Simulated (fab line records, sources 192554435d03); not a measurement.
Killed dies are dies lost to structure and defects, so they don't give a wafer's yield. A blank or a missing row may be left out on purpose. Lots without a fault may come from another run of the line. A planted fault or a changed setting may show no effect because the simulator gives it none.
Chamber matching | flow n5_finfet | N5_BEOL_M3_STRIP_19 on rie_diel-06: 4 sister chambers
The step strips in O2. 22 wafers are shown with their chamber, then 10 later ones without.

WAFERS WITH THEIR CHAMBER
wafer  | chamber | drypump_motor_current_A (A) | throttle_valve_pct (%) | oes_product_au (a.u.)
L074.1 | 1       | 5.2                         | 16.60                  | 0.83
L074.4 | 0       | 6.2                         | 16.54                  | 0.70
L074.6 | 0       | 6.2                         | 16.54                  | 0.71
L075.1 | 3       | 5.9                         | 16.80                  | 0.81
L075.4 | 0       | 6.2                         | 16.55                  | 0.70
L080.1 | 3       | 5.8                         | 16.83                  | 0.80
L080.2 | 2       | 6.6                         | 16.96                  | 0.70
L080.3 | 0       | 6.2                         | 16.56                  | 0.70
L080.4 | 1       | 5.2                         | 16.65                  | 0.81
L080.5 | 1       | 5.2                         | 16.64                  | 0.80
L080.6 | 2       | 6.6                         | 16.94                  | 0.70
L082.1 | 2       | 6.6                         | 16.95                  | 0.70
L082.2 | 0       | 6.2                         | 16.58                  | 0.70
L082.3 | 3       | 5.8                         | 16.84                  | 0.79
L082.4 | 1       | 5.2                         | 16.66                  | 0.81
L082.5 | 1       | 5.2                         | 16.64                  | 0.80
L082.6 | 2       | 6.6                         | 16.96                  | 0.69
L086.1 | 0       | 6.2                         | 16.59                  | 0.69
L086.2 | 2       | 6.6                         | 16.97                  | 0.69
L086.3 | 3       | 5.8                         | 16.83                  | 0.78
L086.4 | 1       | 5.2                         | 16.66                  | 0.81
L086.5 | 1       | 5.2                         | 16.65                  | 0.80

SIGNATURES (means of the wafers above)
reading                 | chamber 0 | chamber 1 | chamber 2 | chamber 3 | scatter within a chamber
drypump_motor_current_A | 6.200     | 5.200     | 6.600     | 5.825     | 0.0204
throttle_valve_pct      | 16.5600   | 16.6429   | 16.9560   | 16.8250   | 0.0185
oes_product_au          | 0.7000    | 0.8086    | 0.6960    | 0.7950    | 0.00915
Rule: a wafer's distance from a chamber is the root of the sum, over the readings, of the square of ((its reading less the chamber's mean) divided by the reading's scatter). The wafer belongs to the nearest chamber; if the next one is less than 2 further off, it can't be placed. The scatter: the root of (the sum of the squares of (reading less its chamber's mean) over the shown wafers, divided by (wafers less chambers)).

WAFERS WITHOUT THEIR CHAMBER
wafer  | drypump_motor_current_A (A) | throttle_valve_pct (%) | oes_product_au (a.u.)
L086.6 | 6.6                         | 16.95                  | 0.69
L090.1 | 6.2                         | 16.61                  | 0.69
L090.5 | 6.2                         | 16.60                  | 0.69
L090.6 | 5.8                         | 16.87                  | 0.79
L091.2 | 5.8                         | 16.86                  | 0.78
L091.3 | 6.2                         | 16.59                  | 0.69
L091.4 | 5.8                         | 16.85                  | 0.78
L093.2 | 6.6                         | 16.52                  | 0.98
L093.3 | 5.8                         | 16.87                  | 0.78
L093.4 | 5.8                         | 16.88                  | 0.77

WHICH CHAMBER EACH WENT THROUGH
wafer  | from the rows above | in truth
L086.6 | 2                   | 2
L090.1 | 0                   | 0
L090.5 | 0                   | 0
L090.6 | 3                   | 3
L091.2 | 3                   | 3
L091.3 | 0                   | 0
L091.4 | 3                   | 3
L093.2 | 0                   | 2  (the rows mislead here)
L093.3 | 3                   | 3
L093.4 | 3                   | 3
Placed correctly: 9 of 10. Can't be placed from these rows: 0. Placed wrongly: 1.
